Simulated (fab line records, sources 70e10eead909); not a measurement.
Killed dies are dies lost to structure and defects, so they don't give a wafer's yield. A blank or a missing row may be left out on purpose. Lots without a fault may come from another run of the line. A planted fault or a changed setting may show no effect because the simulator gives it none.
Chamber matching | flow nand_harc | NHARC_A_STAIRCASE_DESCUM_252 on rie_diel-09: 4 sister chambers
The step chemistry O2, time 3 s. 8 wafers are shown with their chamber, then 11 later ones without.

WAFERS WITH THEIR CHAMBER
wafer  | chamber | showerhead_plenum_p_Torr (Torr) | drypump_motor_current_A (A)
L081.3 | 2       | 1.92                            | 6.48
L084.2 | 2       | 1.91                            | 6.42
L084.3 | 3       | 2.04                            | 5.88
L084.4 | 1       | 1.86                            | 5.81
L086.1 | 0       | 1.97                            | 5.98
L086.5 | 0       | 1.98                            | 5.98
L086.6 | 3       | 2.04                            | 5.84
L088.3 | 1       | 1.85                            | 5.89

WAFERS WITHOUT THEIR CHAMBER
wafer  | showerhead_plenum_p_Torr (Torr) | drypump_motor_current_A (A)
L088.5 | 1.85                            | 5.90
L088.6 | 2.04                            | 5.86
L091.2 | 1.97                            | 5.99
L091.4 | 1.85                            | 5.85
L091.5 | 1.97                            | 5.99
L092.1 | 1.97                            | 6.01
L092.2 | 1.85                            | 5.93
L092.3 | 1.91                            | 6.47
L097.4 | 2.03                            | 5.83
L097.5 | 2.03                            | 5.85
L097.6 | 1.90                            | 6.44

WHICH CHAMBER EACH WENT THROUGH
wafer  | from the rows above | in truth
L088.5 | 1                   | 1
L088.6 | 3                   | 3
L091.2 | 0                   | 0
L091.4 | 1                   | 1
L091.5 | 0                   | 0
L092.1 | 0                   | 0
L092.2 | 1                   | 1
L092.3 | 2                   | 2
L097.4 | 3                   | 3
L097.5 | 3                   | 3
L097.6 | 2                   | 2
Placed correctly: 11 of 11. Can't be placed from these rows: 0. Placed wrongly: 0.
How it was worked out, from the rows above alone: a wafer's distance from a chamber is the root of the sum, over the readings, of the square of ((its reading less the chamber's mean) divided by the reading's scatter). The wafer belongs to the nearest chamber; if the next one is less than 2 further off, it can't be placed. A chamber's mean is the mean of its shown wafers. The scatter: the root of (the sum of the squares of (reading less its chamber's mean) over the shown wafers, divided by (wafers less chambers)).
